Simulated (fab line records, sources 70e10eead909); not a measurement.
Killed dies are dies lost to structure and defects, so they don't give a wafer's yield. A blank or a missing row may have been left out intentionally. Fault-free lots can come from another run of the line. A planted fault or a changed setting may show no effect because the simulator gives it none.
Tool commonality check | flow nand harc | Sampled: 10 lots, 36 wafers

== REASON IT WAS OPENED ==
At NHARC_A_CHANNEL_HOLE_D2_CD_MEAS_31 the reading cd nm is flagged on 2 of 10 lots. Wafers without a fault read 90.1 nm, standard deviation 1.5.
Rule: a lot is flagged when every wafer of it that has a number lies more than 4 standard deviations from that mean, or none has a number. The rest of the lots are taken to be sound.

lot  | measured     | on        | cd nm (nm), wafer by wafer | flag
L563 | day 14 19:15 | cd sem-03 | 90.0 91.0 90.1             |
L566 | day 15 10:17 | cd sem-02 | 91.5 92.0 90.1             |
L567 | day 16 17:40 | cd sem-02 | 88.4 91.0 88.4             |
L570 | day 17 09:19 | cd sem-01 | 92.6 91.1 92.6             |
L572 | day 17 19:41 | cd sem-01 | 89.7 89.4 91.0             |
L576 | day 19 17:04 | cd sem-02 | 0.6 0.3 0.6 0.6 0.4 0.5    | FLAGGED
L575 | day 19 18:08 | cd sem-01 | 0.4 1.5 -0.2 0.4 1.0 -0.3  | FLAGGED
L577 | day 20 03:31 | cd sem-01 | 92.0 89.7 91.5             |
L583 | day 22 19:38 | cd sem-02 | 90.8 91.4 91.5             |
L584 | day 22 19:46 | cd sem-02 | 88.5 91.4 88.9             |
On average the flagged lots' numbers are 0.5 nm, which is -89.6 nm against the usual, or -60 standard deviations.

== WHICH TOOL EACH LOT WENT THROUGH ==
Before the reading, the record contains 4 process steps out of a 1302-step route. Every cell lists first the tool, next ch and the chambers used by the sampled wafers, and last the start.
lot  | flag    | NHARC_A_CHANNEL_HOLE_D2_ETCH_38    | NHARC_A_CHANNEL_HOLE_D2_ETCH_23  | NHARC_A_CHANNEL_HOLE_D2_ETCH_25  | NHARC_A_CHANNEL_HOLE_D2_ETCH_44
L563 |         | rie diel-05 ch 0,1,3, day 14 10:15 | har etch-02 ch 0,1, day 14 15:16 | har etch-02 ch 0,1, day 14 16:46 | rie diel-09 ch 2,3, day 14 18:28
L566 |         | rie diel-09 ch 1,2,3, day 15 01:35 | har etch-02 ch 0,1, day 15 06:19 | har etch-02 ch 0,1, day 15 07:48 | rie diel-10 ch 0,3, day 15 09:29
L567 |         | rie diel-05 ch 0,1, day 16 10:53   | har etch-02 ch 0,1, day 16 13:25 | har etch-02 ch 0,1, day 16 14:53 | rie diel-10 ch 0,3, day 16 16:46
L570 |         | rie diel-05 ch 0,1, day 16 21:20   | har etch-01 ch 0,1, day 17 05:19 | har etch-01 ch 0,1, day 17 06:49 | rie diel-09 ch 0,3, day 17 08:31
L572 |         | rie diel-05 ch 0,1,3, day 17 10:31 | har etch-02 ch 0,1, day 17 15:43 | har etch-02 ch 0,1, day 17 17:12 | rie diel-05 ch 0,1,3, day 17 18:53
L576 | FLAGGED | rie diel-05 ch 0,2, day 19 07:18   | har etch-02 ch 0,1, day 19 13:13 | har etch-02 ch 0,1, day 19 14:44 | rie diel-05 ch 0,1,3, day 19 16:16
L575 | FLAGGED | rie diel-10 ch 0,1,3, day 19 08:05 | har etch-01 ch 0,1, day 19 14:04 | har etch-01 ch 0,1, day 19 15:31 | rie diel-09 ch 1,2,3, day 19 17:20
L577 |         | rie diel-10 ch 2,3, day 19 20:29   | har etch-01 ch 0, day 19 23:27   | har etch-01 ch 0, day 20 00:54   | rie diel-09 ch 0,1,2, day 20 02:44
L583 |         | rie diel-09 ch 1,2, day 22 12:59   | har etch-01 ch 0,1, day 22 15:46 | har etch-01 ch 0,1, day 22 17:17 | rie diel-05 ch 0,2,3, day 22 18:50
L584 |         | rie diel-05 ch 1,2,3, day 22 13:09 | har etch-02 ch 0,1, day 22 15:48 | har etch-02 ch 0,1, day 22 17:18 | rie diel-09 ch 0,3, day 22 18:59
What is done by these steps:
- NHARC_A_CHANNEL_HOLE_D2_ETCH_38: etches the open film in CF4, target depth 39 nm, time 65 s.
- NHARC_A_CHANNEL_HOLE_D2_ETCH_23: etches the open film in C4F8/O2/Ar, time 819 s, target depth 1600 nm.
- NHARC_A_CHANNEL_HOLE_D2_ETCH_25: etches the open film in C4F8/O2/Ar, time 1040.2 s, target depth 1500 nm.
- NHARC_A_CHANNEL_HOLE_D2_ETCH_44: etches the open film in CF4/O2, target depth 140 nm, overetch 14 nm, time 77 s.
- NHARC_A_CHANNEL_HOLE_D2_CD_MEAS_31

== FLAGGED OVER TOTAL, TOOL BY TOOL (the gauges that took the reading come last) ==
step                               | tool        | lots run | flagged | share of the flagged lots | sound lots run after its first flagged lot
NHARC_A_CHANNEL_HOLE_D2_ETCH_38    | rie diel-05 | 6        | 1       | some                      | 1 (L584)
NHARC_A_CHANNEL_HOLE_D2_ETCH_38    | rie diel-09 | 2        | 0       | none                      | -
NHARC_A_CHANNEL_HOLE_D2_ETCH_38    | rie diel-10 | 2        | 1       | some                      | 1 (L577)
NHARC_A_CHANNEL_HOLE_D2_ETCH_23    | har etch-01 | 4        | 1       | some                      | 2 (L577,L583)
NHARC_A_CHANNEL_HOLE_D2_ETCH_23    | har etch-02 | 6        | 1       | some                      | 1 (L584)
NHARC_A_CHANNEL_HOLE_D2_ETCH_25    | har etch-01 | 4        | 1       | some                      | 2 (L577,L583)
NHARC_A_CHANNEL_HOLE_D2_ETCH_25    | har etch-02 | 6        | 1       | some                      | 1 (L584)
NHARC_A_CHANNEL_HOLE_D2_ETCH_44    | rie diel-05 | 3        | 1       | some                      | 1 (L583)
NHARC_A_CHANNEL_HOLE_D2_ETCH_44    | rie diel-09 | 5        | 1       | some                      | 2 (L577,L584)
NHARC_A_CHANNEL_HOLE_D2_ETCH_44    | rie diel-10 | 2        | 0       | none                      | -
NHARC_A_CHANNEL_HOLE_D2_CD_MEAS_31 | cd sem-01   | 4        | 1       | some                      | 1 (L577)
NHARC_A_CHANNEL_HOLE_D2_CD_MEAS_31 | cd sem-02   | 5        | 1       | some                      | 2 (L583,L584)
NHARC_A_CHANNEL_HOLE_D2_CD_MEAS_31 | cd sem-03   | 1        | 0       | none                      | -

== WHAT THE TABLE PERMITS ==
No row of the table ran every flagged lot.

== WHAT WAS PUT IN BY THE SIMULATOR ==
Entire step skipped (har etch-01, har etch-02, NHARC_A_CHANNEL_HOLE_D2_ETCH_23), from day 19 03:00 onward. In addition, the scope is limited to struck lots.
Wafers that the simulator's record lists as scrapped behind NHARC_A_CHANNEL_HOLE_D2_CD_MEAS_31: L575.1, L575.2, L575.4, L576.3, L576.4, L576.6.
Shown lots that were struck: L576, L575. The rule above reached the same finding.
